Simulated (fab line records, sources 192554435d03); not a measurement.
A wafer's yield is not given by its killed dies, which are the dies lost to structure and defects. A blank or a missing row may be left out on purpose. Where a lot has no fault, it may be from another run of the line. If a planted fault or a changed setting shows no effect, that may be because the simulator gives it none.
fab line records	flow n5_finfet
record lots=9	wafers=26	last_day=18
route steps=1938 shown BEOL_M0_SAQP@695 BEOL_M0_CUTY@711 BEOL_M0@715 BEOL_M4@1111 PASSIVATION@1936
lots that met no fault: taken from a fault-free run of the same line
start_h: hours from the record's first day to the start of the lot's first wafer shown	wait_h: hours since the lot's step before	" the same as in the row above	L1.1+2: one row covering several wafers at once	- no value, or no start was given	* or withheld: withheld	< > ~ a bound
route shown NAME@n: a module of which the file shows steps, and the number in the route of the first	usual: the fault-free wafers' mean and standard deviation	same: alike in all rows	chamber/n: place in a boat	sites: readings site by site	_std_site: standard deviation across them	_edge_site: outer sites' mean less inner sites'	radius_mm: how far each site lies from the wafer's centre	mask NAME#n: copy n	behind: tool/chamber where the wafer was last shaped	hold: cause of the lot's hold/its duration in hours/its outcome	device: the transistor (n, p or np) that didn't switch	end of line: the same wafers' tests at the end of the route	a step given without rows: its recipe and nothing more	killed: count of dies lost to structure and defects at first sort (not the wafer's yield)	map: a wafer's dies, marking killed ones x, the rest . and places with no die _
set.NAME: the setting the step ran with; set.NAME@STEP: the setting that earlier step ran with	model.NAME: the simulator's own value behind a step, which no gauge read
route steps across a sampled set of lots; one table per step, one row per wafer
services: the hour from which a tool's chamber was out of use, counted from the record's first day as start_h (under 0 if before that day), plus the number of hours and why
## steps
# step N5_BEOL_M0_SAQP_CUT_ETCH_46
# recipe chemistry=N2/H2	target=SOC	target_depth_a=1350	overetch_a=270	temp_c=40	time_s=202.5	ion_energy_ev=200	mask_material=SiARC	pressure_mtorr=30	source_w=840	bias_w=150	n2_flow_sccm=200	h2_flow_sccm=200
# usual drypump_motor_current_A=5.60/0.29	h2_flow_sccm=200.0/0.59	rf_vpp_V=524.2/2.1	showerhead_plenum_p_Torr=2.55/0.073	throttle_valve_pct=17.77/0.2
lot.wafer	tool	chamber	start_h	wait_h	drypump_motor_current_A	h2_flow_sccm	rf_hours_counter_h	rf_vpp_V	showerhead_plenum_p_Torr	throttle_valve_pct
L355.1	rie_diel-05	0	131.70	0.0	5.40	200.0	9	528.8	2.71	17.63
L355.2	"	2	"	"	5.86	199.8	201	522.5	2.52	17.81
L355.5	"	2	"	"	5.86	200.0	-	524.7	2.52	17.80
L357.3	rie_diel-01	3	151.03	0.0	5.65	199.8	133	520.9	2.44	17.65
L357.4	"	0	"	"	5.32	199.2	54	525.1	2.56	17.62
L357.5	"	1	"	"	5.58	200.5	-	523.3	2.54	17.74
L358.2	rie_diel-05	2	155.71	0.0	5.86	200.5	209	523.9	2.52	17.83
L358.5	"	3	"	"	5.62	200.1	-	523.5	2.52	17.82
L358.6	"	2	"	"	5.86	200.9	-	523.9	2.52	17.84
L363.1	rie_diel-04	3	178.02	0.0	5.94	200.1	248	525.0	2.61	18.09
L363.2	"	1	"	"	6.26	200.7	223	525.6	2.61	17.91
L370.1	rie_diel-01	0	221.74	0.0	5.30	199.6	72	523.3	2.56	17.65
L370.2	"	1	"	"	5.52	199.0	183	523.6	2.53	17.77
L370.3	"	2	"	"	5.41	200.0	253	524.2	2.50	18.32
L369.1	rie_diel-01	1	222.76	0.0	5.50	200.1	183	524.1	2.53	17.77
L369.2	"	3	"	"	5.67	200.8	154	519.9	2.44	17.73
L369.3	"	0	"	"	5.33	199.9	72	525.5	2.56	17.65
L372.1	rie_diel-01	0	238.46	0.0	5.32	199.9	77	525.2	2.55	17.66
L372.5	"	1	"	"	5.52	199.2	-	524.5	2.53	17.78
L372.6	"	0	"	"	5.32	198.8	-	525.1	2.56	17.67
L373.2	rie_diel-05	3	250.70	0.0	5.62	200.6	232	523.9	2.51	17.88
L373.3	"	1	"	"	5.25	200.2	165	523.9	2.54	17.64
L373.4	"	0	"	"	5.39	199.9	44	528.0	2.70	17.68
L375.2	rie_diel-01	1	258.34	0.0	5.50	199.8	196	523.6	2.52	17.80
L375.4	"	3	"	"	5.68	200.0	-	521.6	2.43	17.72
L375.5	"	0	"	"	5.30	200.1	-	524.0	2.55	17.68
# step N5_BEOL_M0_CUTY_DESCUM_61
# recipe chemistry=O2	time_s=7.9	source_power_w=50	bias_power_w=20	pressure_mtorr=20	rf_frequency_hz=2.712e+07	temp_c=40	resist=CAR-ArF-block	o2_flow_sccm=225
# usual drypump_motor_current_A=5.6/0.54	oes_product_au=0.81/0.061	rf_vpp_V=243.0/1.3	showerhead_plenum_p_Torr=2.09/0.065	throttle_valve_pct=20.42/0.23
lot.wafer	tool	chamber	start_h	wait_h	drypump_motor_current_A	oes_product_au	rf_hours_counter_h	rf_vpp_V	showerhead_plenum_p_Torr	throttle_valve_pct
L355.1	rie_diel-06	1	133.00	0.0	4.9	0.76	148	240.2	2.03	20.70
L355.2	"	3	"	"	6.6	0.81	77	243.7	2.13	20.61
L355.5	"	1	"	"	4.9	0.75	-	241.4	2.03	20.69
L357.3	rie_diel-03	1	152.40	0.0	6.1	0.91	35	243.6	2.14	20.16
L357.4	"	0	"	"	5.5	0.84	66	245.1	2.22	19.98
L357.5	"	1	"	"	6.2	0.91	-	243.2	2.14	20.19
L358.2	rie_diel-06	1	157.04	0.0	4.8	0.74	157	243.1	2.03	20.73
L358.5	"	0	"	"	6.2	0.87	-	242.4	2.04	20.44
L358.6	"	3	"	"	6.6	0.80	-	243.3	2.12	20.61
L363.1	rie_diel-06	2	179.94	0.0	5.4	0.81	95	242.1	2.02	20.31
L363.2	"	0	"	"	6.2	0.87	37	241.8	2.03	20.43
L370.1	rie_diel-03	1	223.16	0.0	6.1	0.87	56	243.7	2.13	20.21
L370.2	"	3	"	"	6.0	0.75	147	244.0	2.08	20.15
L370.3	"	2	"	"	5.6	0.86	45	244.4	2.13	20.04
L369.1	rie_diel-03	0	224.54	0.2	5.4	0.82	87	245.7	2.21	19.98
L369.2	"	1	"	"	6.1	0.87	56	243.0	2.13	20.19
L369.3	"	2	"	"	5.6	0.85	46	244.9	2.13	20.05
L372.1	rie_diel-06	1	239.73	0.1	4.8	0.71	185	241.4	2.02	20.77
L372.5	"	0	"	"	6.3	0.84	-	241.3	2.03	20.46
L372.6	"	1	"	"	4.8	0.72	-	241.4	2.02	20.76
L373.2	rie_diel-06	1	251.90	0.0	4.8	0.72	189	240.8	2.02	20.76
L373.3	"	2	"	"	5.4	0.78	121	242.3	2.01	20.38
L373.4	"	3	"	"	6.6	0.77	114	244.7	2.11	20.67
L375.2	rie_diel-06	3	259.79	0.0	6.6	0.77	117	245.1	2.11	20.66
L375.4	"	0	"	"	6.2	0.83	64	242.9	2.03	20.47
L375.5	"	2	"	"	5.4	0.79	-	240.7	2.01	20.36
# step N5_BEOL_M0_ETCH_138
# recipe chemistry=CH3F/O2	target_depth_a=120	target=SiCN	time_s=31.6	ion_energy_ev=120	pressure_mtorr=30	source_w=395	bias_w=75	Ar_flow_sccm=150	CH3F_flow_sccm=30	O2_flow_sccm=20	ends=cleared
# usual drypump_motor_current_A=5.6/0.54	etch_rf_on_time_s=29.3/0.86	oes_product_au=0.69/0.052	rf_vpp_V=297.2/1.5	showerhead_plenum_p_Torr=2.00/0.056	throttle_valve_pct=16.29/0.21
lot.wafer	tool	chamber	start_h	wait_h	drypump_motor_current_A	etch_rf_on_time_s	oes_product_au	rf_hours_counter_h	rf_vpp_V	showerhead_plenum_p_Torr	throttle_valve_pct
L355.1	rie_diel-06	1	133.20	0.0	4.8	28.5	0.64	148	296.8	1.92	16.43
L355.2	"	3	"	"	6.6	29.0	0.69	77	298.2	2.03	16.40
L355.5	"	1	"	"	4.8	29.0	0.66	-	294.9	1.92	16.43
L357.3	rie_diel-03	1	152.61	0.0	6.1	28.4	0.77	35	297.7	2.05	16.06
L357.4	"	0	"	"	5.5	28.5	0.73	67	300.6	2.10	15.77
L357.5	"	1	"	"	6.1	29.5	0.77	-	297.8	2.05	16.04
L358.2	rie_diel-06	1	157.24	0.0	4.8	29.0	0.64	157	294.6	1.92	16.45
L358.5	"	0	"	"	6.2	28.6	0.75	-	296.3	1.97	16.38
L358.6	"	3	"	"	6.6	30.1	0.69	-	297.6	2.03	16.43
L363.1	rie_diel-06	2	180.14	0.0	5.4	30.0	0.69	95	295.2	1.94	16.28
L363.2	"	0	"	"	6.2	37.5	0.66	37	296.6	1.97	16.38
L370.1	rie_diel-03	1	223.37	0.0	6.1	29.6	0.74	56	297.9	2.04	16.09
L370.2	"	3	"	"	6.0	28.0	0.63	147	299.2	1.99	16.06
L370.3	"	2	"	"	5.6	28.1	0.73	45	297.6	2.04	15.96
L369.1	rie_diel-03	0	224.75	0.0	5.5	28.4	0.69	87	298.8	2.10	15.82
L369.2	"	1	"	"	6.1	29.8	0.75	56	298.5	2.04	16.10
L369.3	"	2	"	"	5.6	29.2	0.72	46	296.8	2.04	15.95
L372.1	rie_diel-06	1	239.93	0.0	4.9	28.8	0.62	185	296.0	1.91	16.50
L372.5	"	0	"	"	6.2	30.1	0.72	-	295.6	1.96	16.41
L372.6	"	1	"	"	4.8	29.0	0.62	-	297.4	1.91	16.49
L373.2	rie_diel-06	1	252.10	0.0	4.8	28.9	0.62	189	296.3	1.91	16.52
L373.3	"	2	"	"	5.4	31.1	0.67	121	297.5	1.93	16.35
L373.4	"	3	"	"	6.6	29.2	0.66	114	298.3	2.02	16.46
L375.2	rie_diel-06	3	259.99	0.0	6.6	28.9	0.66	117	298.0	2.02	16.47
L375.4	"	0	"	"	6.2	29.5	0.72	64	295.5	1.96	16.45
L375.5	"	2	"	"	5.4	31.3	0.67	-	295.4	1.93	16.35
# step N5_BEOL_M0_STRIP_140
# recipe chemistry=CF4	resist=SiARC	power_w=300	bias_power_w=75	pressure_mtorr=50	cf4_flow_sccm=150	rf_frequency_hz=6e+07
# usual drypump_motor_current_A=5.6/0.51	oes_product_au=0.81/0.057	power_w=300.0/0.93	rf_vpp_V=271.0/1.4	showerhead_plenum_p_Torr=1.79/0.05	throttle_valve_pct=13.51/0.21
lot.wafer	tool	chamber	start_h	wait_h	drypump_motor_current_A	oes_product_au	power_w	rf_hours_counter_h	rf_vpp_V	showerhead_plenum_p_Torr	throttle_valve_pct
L355.1	rie_diel-06	1	133.53	0.1	4.8	0.75	300.4	148	270.0	1.72	13.65
L355.2	"	2	"	"	5.4	0.84	299.4	80	269.1	1.76	13.55
L355.5	"	1	"	"	4.8	0.75	299.9	-	270.8	1.72	13.68
L357.3	rie_diel-03	1	155.02	0.1	6.1	0.88	300.2	36	271.2	1.84	13.33
L357.4	"	2	"	"	5.6	0.87	299.3	24	271.2	1.83	13.15
L357.5	"	0	"	"	5.5	0.83	299.9	-	274.0	1.88	13.02
L358.2	rie_diel-03	2	173.35	0.4	5.6	0.86	299.4	28	272.6	1.83	13.18
L358.5	"	2	"	"	5.6	0.87	298.8	-	271.3	1.83	13.18
L358.6	"	1	"	"	6.1	0.88	299.5	-	270.5	1.84	13.36
L363.1	rie_diel-02	0	181.08	0.6	5.4	0.73	299.0	156	272.5	1.80	13.81
L363.2	"	2	"	"	5.1	0.88	299.8	29	272.3	1.75	13.57
L370.1	rie_diel-02	3	225.16	0.3	5.4	0.75	298.9	162	272.1	1.86	13.73
L370.2	"	2	"	"	5.1	0.86	300.5	45	269.8	1.75	13.58
L370.3	"	0	"	"	5.4	0.72	299.9	170	271.3	1.80	13.86
L369.1	rie_diel-02	2	229.20	0.3	5.1	0.87	299.3	46	270.1	1.75	13.60
L369.2	"	3	"	"	5.4	0.75	301.0	164	272.7	1.86	13.74
L369.3	"	0	"	"	5.4	0.72	300.3	171	271.5	1.80	13.86
L372.1	rie_diel-02	2	243.51	0.1	5.1	0.85	299.3	51	268.7	1.74	13.60
L372.5	"	2	"	"	5.1	0.84	299.5	-	269.4	1.75	13.62
L372.6	"	3	"	"	5.4	0.74	301.3	-	274.1	1.86	13.75
L373.2	rie_diel-06	1	252.70	0.2	4.8	0.72	300.9	189	269.4	1.71	13.76
L373.3	"	2	"	"	5.5	0.79	300.5	122	270.2	1.75	13.65
L373.4	"	3	"	"	6.6	0.76	298.6	115	270.4	1.80	13.68
L375.2	rie_diel-02	1	261.60	0.2	5.0	0.81	299.3	67	270.9	1.74	13.54
L375.4	"	0	"	"	5.4	0.71	301.2	183	272.2	1.79	13.87
L375.5	"	2	"	"	5.1	0.84	300.8	-	269.8	1.74	13.60
# step N5_BEOL_M4_RC_MEAS_101
# usual DIBL_N=36.0/1.9	DIBL_P=36.0/2.1	IOFF_N=0.155/0.029	IOFF_P=0.20/0.032	ION_N=672/11	ION_P=461/6.9	SS_N=71.5/0.58	SS_P=73.2/0.64	VT_N=250.4/2.9	VT_P=-251.0/2.8
lot.wafer	tool	chamber	start_h	wait_h	DIBL_N[mV/V]	DIBL_P[mV/V]	IOFF_N[nA/um]	IOFF_P[nA/um]	ION_N[uA/um]	ION_P[uA/um]	SS_N[mV/dec]	SS_P[mV/dec]	VT_N[mV]	VT_P[mV]
L355.1	prober-02	0	187.11	0.0	38.1	39.4	0.192	0.26	696	475	71.6	74.1	247.3	-244.9
L355.2	"	0	"	"	39.6	40.4	0.218	0.27	682	466	72.0	73.4	244.8	-248.1
L355.5	"	0	"	"	39.5	39.7	0.213	0.27	705	478	71.0	73.7	247.4	-247.3
L357.3	prober-02	0	214.62	0.3	40.6	39.6	0.218	0.27	676	465	72.8	74.5	248.8	-248.0
L357.4	"	0	"	"	39.2	39.2	0.194	0.25	686	466	72.2	74.2	246.9	-246.9
L357.5	"	0	"	"	41.7	41.4	0.236	0.30	678	467	72.6	74.4	246.5	-246.9
L358.2	prober-01	0	221.08	0.2	34.8	33.1	0.127	0.15	676	453	70.1	72.5	249.6	-256.0
L358.5	"	0	"	"	37.0	35.7	0.158	0.19	684	462	71.7	73.2	250.7	-252.9
L358.6	"	0	"	"	38.5	36.5	0.182	0.20	675	454	71.5	73.5	249.8	-251.3
L363.1	prober-01	0	237.95	0.0	35.5	34.8	0.148	0.20	677	465	71.8	72.5	250.3	-251.6
L363.2	"	0	"	"	37.3	36.5	0.174	0.22	681	468	71.6	73.5	250.7	-251.2
L370.1	prober-02	0	283.94	0.0	36.7	37.7	0.173	0.23	684	470	71.7	73.8	248.6	-248.9
L370.2	"	0	"	"	37.2	38.2	0.186	0.24	669	460	71.4	74.2	245.9	-247.8
L370.3	"	0	"	"	38.1	40.4	0.202	0.28	688	475	72.0	74.6	245.9	-245.5
L369.1	prober-01	0	285.18	0.0	35.9	37.6	0.158	0.19	682	463	71.7	73.3	251.3	-253.3
L369.2	"	0	"	"	37.4	38.4	0.185	0.20	674	457	71.9	74.1	250.6	-255.3
L369.3	"	0	"	"	35.4	37.0	0.133	0.17	658	456	71.7	73.5	255.4	-255.4
L372.1	prober-02	0	303.98	0.0	38.0	36.8	0.169	0.22	676	469	72.0	73.9	249.1	-247.3
L372.5	"	0	"	"	36.2	35.3	0.148	0.20	673	462	70.9	73.6	250.4	-249.4
L372.6	"	0	"	"	38.5	37.9	0.187	0.23	679	460	71.9	74.0	246.4	-247.4
L375.2	prober-01	0	311.51	0.2	37.5	36.0	0.179	0.23	672	465	71.6	73.9	248.6	-246.8
L375.4	"	0	"	"	35.8	34.7	0.147	0.20	678	460	71.1	72.9	251.6	-250.3
L375.5	"	0	"	"	38.0	36.4	0.173	0.24	657	450	71.5	73.8	248.6	-252.1
L373.2	prober-02	0	312.04	0.2	33.6	33.1	0.130	0.18	675	467	71.5	72.1	250.5	-250.3
L373.3	"	0	"	"	32.7	32.2	0.124	0.17	673	464	70.7	72.4	255.6	-251.7
L373.4	"	0	"	"	34.6	33.9	0.132	0.19	656	457	70.9	72.7	253.0	-251.1
# step N5_PASSIVATION_PROBE_49
# usual defect_limited_yield=91.0/1.5	killed_at_M0_to_M3=33/9.4	killed_at_M4_up=14/4.8	killed_at_contacts=13/7.3	killed_at_front_end=43/13	killed_at_other=3.6/2.9	killed_dies=106/18	killed_open=69/13	killed_short=35/8.2	sort_bin_5_function=5.3/1	sort_bin_6_memory=3.3/0.68	sort_n_pass=1074/18	sort_yield_pct=91.0/1.5
# same gross_dies=1180	killed_at_back_side=0	sort_bin_4_leakage[%]=0	sort_bin_8_speed[%]=0
lot.wafer	tool	chamber	start_h	wait_h	defect_limited_yield[%]	killed_at_M0_to_M3	killed_at_M4_up	killed_at_contacts	killed_at_front_end	killed_at_other	killed_dies	killed_open	killed_short	sort_bin_5_function[%]	sort_bin_6_memory[%]	sort_n_pass	sort_yield_pct[%]
L369.1	prober-02	-	388.38	0.0	92.1	25	11	14	36	7	93	59	33	4.2	3.2	1087	92.1
L369.2	prober-02	-	388.43	0.1	89.2	35	17	7	59	9	127	82	42	5.8	4.2	1053	89.2
L369.3	prober-02	-	388.48	0.1	89.3	47	20	16	37	6	126	79	45	5.8	4.7	1054	89.3
# killed by level:class
L369.1 MOL_CONTACT_COAG:geometric_particle:open=13 FIN_SAQP:geometric_particle:open=8 BEOL_M3:geometric_particle:open=7 BEOL_M0_SAQP:geometric_particle:open=6 STI_FIN_REVEAL:geometric_particle:open=5 BEOL_M0_SAQP:geometric_particle:short=5 FIN_SAQP:geometric_particle:short=4 BEOL_M3:geometric_particle:short=4
L369.2 FIN_SAQP:geometric_particle:short=14 STI_FIN_REVEAL:geometric_particle:open=14 FIN_SAQP:geometric_particle:open=9 BEOL_M4:geometric_particle:open=9 BEOL_M0_SAQP:geometric_particle:short=8 BEOL_M0_SAQP:geometric_particle:open=7 DUMMY_GATE:geometric_particle:open=6 STARTING-WAFER:geometric_particle:open=6
L369.3 MOL_CONTACT_COAG:geometric_particle:open=14 BEOL_M0_SAQP:geometric_particle:short=11 FIN_SAQP:geometric_particle:short=10 BEOL_M0_SAQP:geometric_particle:open=10 BEOL_M1:geometric_particle:open=8 BEOL_M2:geometric_particle:open=7 BEOL_M3:geometric_particle:open=6 GATE_CUT:geometric_particle:short=5
## services
tool	chamber	start_h	hours	kind
rie_diel-06	0	131.05	5.5	repair
rie_diel-05	1	141.67	9.0	repair
rie_diel-06	0	162.38	3.7	repair
rie_diel-02	1	162.82	3.1	repair
rie_diel-04	3	184.80	-	clean
rie_diel-04	3	184.80	-	consumable_replace:focus_ring
rie_diel-04	3	184.80	21.8	scheduled_down
rie_diel-04	3	184.80	21.8	vent_cycle
rie_diel-05	3	190.29	7.9	repair
rie_diel-01	1	194.00	11.3	repair
rie_diel-01	0	197.51	3.7	repair
rie_diel-04	0	206.61	-	clean
rie_diel-04	0	206.61	-	consumable_replace:focus_ring
rie_diel-04	0	206.61	19.9	scheduled_down
rie_diel-04	0	206.61	19.9	vent_cycle
rie_diel-01	3	226.04	5.8	repair
rie_diel-01	2	236.17	32.3	repair
rie_diel-01	-	236.82	0.8	repair
rie_diel-06	3	237.05	5.0	repair
rie_diel-04	1	253.83	13.9	repair
## key
first_sign step=N5_BEOL_M0_ETCH_138	reading=etch_rf_on_time_s	direction=up	sigmas=9.5	usual=*	struck=*
effect none on later readings
met_at N5_BEOL_M0_ETCH_138
struck_lots L363
struck_wafers L363.2
not_acting_at N5_BEOL_M0_SAQP_CUT_ETCH_46,N5_BEOL_M0_CUTY_DESCUM_61,N5_BEOL_M0_STRIP_140
onset_between 157.24 180.14
fault kind=process_parameter_drift	tool=rie_diel-06	chamber=-	onset_h=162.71	steps=N5_BEOL_M0_ETCH_138	channel=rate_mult	offset=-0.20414	shape=step	end_h=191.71	scope=struck_wafers_only
